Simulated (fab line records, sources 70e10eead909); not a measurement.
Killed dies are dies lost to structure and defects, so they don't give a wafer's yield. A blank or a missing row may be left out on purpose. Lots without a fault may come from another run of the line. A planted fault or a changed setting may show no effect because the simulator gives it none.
A struck lot beside a sound one | flow nand_harc | 14 steps out of a route of 1302
Sound: wafers L187.1, L187.3, L187.4. Struck: wafers L198.3, L198.4, L198.6. The cause comes at the end.
At each step with rows: each side's tool, then ch and its chambers, then its first start. Under that, the readings that differ: sound wafers | struck wafers | difference of the means | sigmas: that difference in standard deviations of wafers without a fault.
alike: readings whose means differ by less than 2 such deviations, and words and numbers that are the same on both sides. not compared: withheld readings, readings that some wafer has no value for, bounds like >300 that may hide the same value, and numbers for which the record gives no deviation and whose values overlap.
The two part at a step that has a row with sigmas, a row that says differs or no value, or rows on one side only. Numbers that don't overlap but have no deviation are shown without sigmas and don't part them. A reading that every wafer of one side lacks parts them only if that side has two wafers or more.

NHARC_A_CHANNEL_FILL_D2_ALD_16: deposits SiO2, target thk 1.5 nm, pulse time 10 s, ald cycles 15.
  sound on ald_hk-04 ch 0,1,2, day 14 15:10; struck on ald_hk-03 ch 0,1, day 18 19:47
  alike: heater_power_w, precursor_pulse_height_rel
  not compared: since_wet_clean_h
then, 2 steps without rows for these wafers: NHARC_A_CHANNEL_FILL_D2_ANNEAL_17 (time 1800 s); NHARC_A_CHANNEL_FILL_D2_CVD_18 (deposits poly-Si, target thk 3 nm).
NHARC_A_CHANNEL_FILL_D2_ETCHBACK_19: etches the open film in HBr/Cl2, target depth 5 nm, time 1.7 s.
  sound on rie_si-04 ch 0,1,3, day 15 02:56; struck on rie_si-04 ch 0,2, day 19 07:46
  alike: drypump_motor_current_A, oes_product_au, throttle_valve_pct
  not compared: rf_hours_counter_h
NHARC_A_CHANNEL_FILL_D2_ETCHBACK_20: etches the open film in C4F8/O2/Ar, target depth 27 nm, time 13.5 s.
  sound on rie_diel-04 ch 0,1,2, day 15 03:05; struck on rie_diel-04 ch 0,1,3, day 19 07:53
  alike: oes_product_au, rf_vpp_V, run_length_s
  not compared: rf_hours_counter_h
NHARC_A_CHANNEL_FILL_D2_STRIP_28: strips in O2, time 20 s.
  sound on rie_diel-04 ch 1,2,3, day 15 03:10; struck on rie_diel-04 ch 0,1, day 19 08:00
  alike: drypump_motor_current_A, oes_product_au, rf_vpp_V, showerhead_plenum_p_Torr, throttle_valve_pct
  not compared: rf_hours_counter_h
then, 4 steps without rows for these wafers: NHARC_A_CHANNEL_FILL_D2_PRECLEAN_21 (cleans in dHF, time 30 s); NHARC_A_CHANNEL_FILL_D2_SRD_23; NHARC_A_CHANNEL_FILL_D2_CVD_05 (deposits poly-Si, target thk 5 nm); NHARC_A_CHANNEL_FILL_D2_ANNEAL_22 (time 7200 s).
NHARC_A_CHANNEL_FILL_D2_THK_MEAS_06: measures by ellipsometry.
  sound on film_metro-01, day 15 16:57; struck on film_metro-02, day 20 00:21
  alike: thk_nm
NHARC_A_CHANNEL_FILL_D2_ALD_25: deposits SiOx, target thk 60 nm, pulse time 10 s, ald cycles 600.
  sound on ald_hk-01 ch 0,1,2, day 15 17:01; struck on ald_hk-01 ch 1,2,3, day 20 01:44
  alike: heater_power_w, precursor_pulse_height_rel
  not compared: since_wet_clean_h
NHARC_A_CHANNEL_FILL_D2_ETCHBACK_08: etches the open film in C4F8, target depth 220 nm, time 110 s.
  sound on rie_diel-03 ch 0,1,3, day 15 22:33; struck on rie_diel-13 ch 1,2, day 20 06:02
  reading          | sound             | struck            | difference | sigmas
  run_length_s (s) | 130.6 131.8 131.8 | 151.8 152.6 151.9 | +20.7      | +57
  alike: oes_product_au, rf_vpp_V
  not compared: rf_hours_counter_h
then, 1 step without rows for these wafers: NHARC_A_CHANNEL_FILL_D2_STRIP_29 (strips in O2, time 20 s).

WHERE THEY PART
Only at NHARC_A_CHANNEL_FILL_D2_ETCHBACK_08, within this record.

WHY: what the simulator had put in
Process parameter drift: rie_diel-13, from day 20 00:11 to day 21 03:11, at NHARC_A_CHANNEL_FILL_D2_ETCHBACK_08. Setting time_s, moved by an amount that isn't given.
